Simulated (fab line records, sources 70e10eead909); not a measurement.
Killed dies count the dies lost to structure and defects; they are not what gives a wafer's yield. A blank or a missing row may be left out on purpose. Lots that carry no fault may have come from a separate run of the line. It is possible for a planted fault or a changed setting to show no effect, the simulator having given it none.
Struck lot and sound lot, side by side    flow nand harc    25 steps out of a route of 1159
Sound: the wafers L131.2, L131.4, L131.5. Struck: wafers L145.2, L145.4, L145.5. The cause is given at the end.
For every step that has rows: the tool of each side, followed by ch and its chambers, followed by its first start. Under that, the readings that differ: sound wafers    struck wafers    difference of the means    sigmas: that difference in standard deviations of wafers without a fault.
alike: readings with means less than 2 such deviations apart, plus words and numbers identical on both sides. not compared: withheld readings, readings lacking a value on some wafer, bounds such as >300 that could conceal the same value, and numbers that have no deviation in the record and whose values overlap.
A row with sigmas, a row that says differs or no value, or rows on one side alone: a step with any of these is where the two part. Non-overlapping numbers with no deviation appear without sigmas and do not part them. Lack of a reading on every wafer of one side parts them only where that side has two or more wafers.

first, 1 step without rows for these wafers: NHARC_P_M1_SRD_25.
NHARC_P_M1_INSPECT_27:
  sound: defect inspect-02 at day 8 07:13; struck: defect inspect-02 at day 12 02:19
  alike: raw defect count
NHARC_P_M1_PRE_CLEAN_32: time 12 s.
  sound on pecvd-03 ch 1,2, day 8 07:17; struck on pecvd-03 ch 0,1,2, day 12 02:25
  alike: heater power w
NHARC_P_M1_DEP_33: deposits SiCN, target thk 30 nm.
  sound on pecvd-03 ch 1,2, day 8 07:24; struck on pecvd-03 ch 0,1,2, day 12 02:33
  alike: heater power w
then, 7 steps without rows for these wafers: NHARC_P_M2_DEP_00 (deposits SiOC, target thk 182.5 nm); NHARC_P_M2_DEHYDRATE_01 (time 120 s); NHARC_P_M2_HMDS_02 (time 30 s); NHARC_P_M2_COAT_34 (time 65 s); NHARC_P_M2_COAT_03 (resist thk 90 nm); NHARC_P_M2_SOFTBAKE_04 (time 55 s); NHARC_P_M2_EBR_05.
NHARC_P_M2_EXPOSE_06: exposes mask P M2, target cd 170 nm.
  sound on arfi scanner-01 ch 0, day 8 08:35; struck on arfi scanner-03 ch 0, day 12 03:34
reading               sound              struck                difference  sigmas
exposure dose mJ cm2  80.76 80.75 80.89  100.72 100.75 100.76  +19.94      +99 or more
  alike: mask
then, 2 steps without rows for these wafers: NHARC_P_M2_PEB_07 (peb time 65 s); NHARC_P_M2_DEVELOP_08 (develop time 35 s).
NHARC_P_M2_CD_MEAS_09: the cd target is 170 nm.
  sound on cd sem-03 ch 0, day 8 08:44; struck on cd sem-03 ch 0, day 12 03:42
reading     sound              struck             difference  sigmas
cd nm (nm)  170.2 170.0 170.7  183.3 183.6 183.0  +13.0       +23
NHARC_P_M2_OVL_MEAS_10: pitch 340 nm.
  sound: overlay-01 at day 8 08:49; struck: overlay-02 at day 12 03:47
  alike: overlay x nm, overlay y nm
NHARC_P_M2_INSPECT_11:
  sound: defect inspect-01 at day 8 08:51; struck: defect inspect-02 at day 12 03:49
  alike: raw defect count
NHARC_P_M2_DESCUM_14: chemistry O2, time 3 s.
  sound on rie diel-03 ch 1,3, day 8 08:55; struck on rie diel-06 ch 0,1,2, day 12 03:53
reading                sound            struck             difference  sigmas
model.P_M2.cd nm (nm)  170 170.3 170.6  183.3 184.4 182.9  +13.2       
  alike: drypump motor current A, oes product au, rf vpp V, showerhead plenum p Torr, throttle valve pct
  not compared: rf hours counter h
NHARC_P_M2_ETCH_35: etches the open film in N2/H2, target depth 40 nm, overetch 12 nm, time 43.94 s.
  sound on rie diel-03 ch 0,1,3, day 8 09:00; struck on rie diel-06 ch 0,2,3, day 12 03:58
  alike: drypump motor current A, oes product au, rf vpp V, showerhead plenum p Torr, throttle valve pct
  not compared: rf hours counter h
NHARC_P_M2_ETCH_15: etches the open film in C4F8/Ar, target depth 182.5 nm, time 91.2 s.
  sound on rie diel-03 ch 1,2,3; struck on rie diel-06 ch 1,3
  alike: oes product au, rf vpp V
  not compared: rf hours counter h
NHARC_P_M2_CD_MEAS_16:
  sound: cd sem-02 at day 8 09:13; struck: cd sem-02 at day 12 04:11
reading     sound              struck             difference  sigmas
cd nm (nm)  169.6 170.0 170.6  182.7 184.7 182.3  +13.2       +17
NHARC_P_M2_STRIP_18: strips in N2/H2.
  sound on rie diel-03 ch 2,3, day 8 09:18; struck on rie diel-04 ch 0,1,2, day 12 04:18
  alike: drypump motor current A, oes product au, rf vpp V, showerhead plenum p Torr, throttle valve pct
  not compared: rf hours counter h
NHARC_P_M2_ETCH_28: etches the open film in CF4/N2, target depth 30 nm, time 72.99 s.
  sound on rie diel-03 ch 0,1,3; struck on rie diel-04 ch 0,1,2
reading                sound              struck           difference  sigmas
model.P_M2.cd nm (nm)  169.6 170.1 171.2  183 184.7 183.8  +14         
  alike: drypump motor current A, oes product au, rf vpp V, showerhead plenum p Torr, throttle valve pct
  not compared: rf hours counter h
then, 2 steps without rows for these wafers: NHARC_P_M2_STRIP_19 (strips in post etch residue remover, time 600 s); NHARC_END_SORT_01.

WHERE THEY PART
First at NHARC_P_M2_EXPOSE_06; last, within this record, at NHARC_P_M2_CD_MEAS_16. Later steps at which nothing parts them and some readings are alike: NHARC_P_M2_STRIP_18, NHARC_P_M2_ETCH_28.

WHY: what the simulator had put in
Process parameter drift: arfi scanner-03, from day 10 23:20 on, at NHARC_P_M2_EXPOSE_06. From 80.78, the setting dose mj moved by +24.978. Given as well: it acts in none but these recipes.
